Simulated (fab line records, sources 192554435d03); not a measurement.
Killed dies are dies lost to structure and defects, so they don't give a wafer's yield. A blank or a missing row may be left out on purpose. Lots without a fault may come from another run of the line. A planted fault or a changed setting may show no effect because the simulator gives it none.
Which tool did it? | flow n5_finfet | 7 lots, 21 wafers sampled, at 3 steps of a route of 1938

WHAT THE GAUGES READ, wafer by wafer
N5_WELL_APT_CD_MEAS_08: target cd 200 nm.
lot  | measured    | on        | cd_nm (nm)
L406 | day 1 19:49 | cd_sem-03 | 202.5 202.0 202.9
L408 | day 2 07:41 | cd_sem-01 | 199.2 202.1 201.9
L410 | day 2 19:47 | cd_sem-01 | 201.4 202.3 201.8
L423 | day 6 01:46 | cd_sem-02 | 198.4 199.1 199.3
L425 | day 6 13:49 | cd_sem-02 | 199.1 198.5 200.9

WHICH TOOL RAN EACH LOT (tool, then ch and the chambers of the sampled wafers, then the start)
lot  | N5_ZERO_LAYER_PEB_09             | N5_ZERO_LAYER_ETCH_18
L406 | litho_track-04 ch 0, day 1 18:39 | rie_si-06 ch 0,3, day 1 18:55
L408 | litho_track-01 ch 0, day 2 06:32 | rie_si-01 ch 1,2,3, day 2 06:48
L410 | litho_track-01 ch 0, day 2 18:32 | rie_si-01 ch 1,2,3, day 2 18:53
L412 | litho_track-02, day 3 06:39      | rie_si-06 ch 0,2,3, day 3 07:13
L414 | litho_track-04, day 3 18:33      | rie_si-05 ch 1,2,3, day 3 19:09
L423 | litho_track-01 ch 0, day 6 00:31 | rie_si-05 ch 1,2,3, day 6 00:52
L425 | litho_track-04 ch 0, day 6 12:39 | rie_si-06 ch 0,1,3, day 6 12:55
- N5_ZERO_LAYER_PEB_09
- N5_ZERO_LAYER_ETCH_18: etches Si in HBr/Cl2, target depth 120 nm, time 40 s.

THE ANSWER, worked out from the rows above alone
Rule: what is usual is taken from the lots themselves. Put in order of their means at a reading, lots are off if they are a third of the lots or fewer, leave a main group of 4 or more, and stand apart from it by a gap of 3 or more times the standard deviation of the main group's means; of several such gaps the widest counts. A main group whose means are all the same, to the digits that the tables above print for the reading, isn't used. A lot without any number at a reading at which 4 lots or more have one is off too. The other lots that the step has rows for count as sound.
No lot is off at any reading shown: from this, nothing can be told.

WHAT THE SIMULATOR HAD PUT IN
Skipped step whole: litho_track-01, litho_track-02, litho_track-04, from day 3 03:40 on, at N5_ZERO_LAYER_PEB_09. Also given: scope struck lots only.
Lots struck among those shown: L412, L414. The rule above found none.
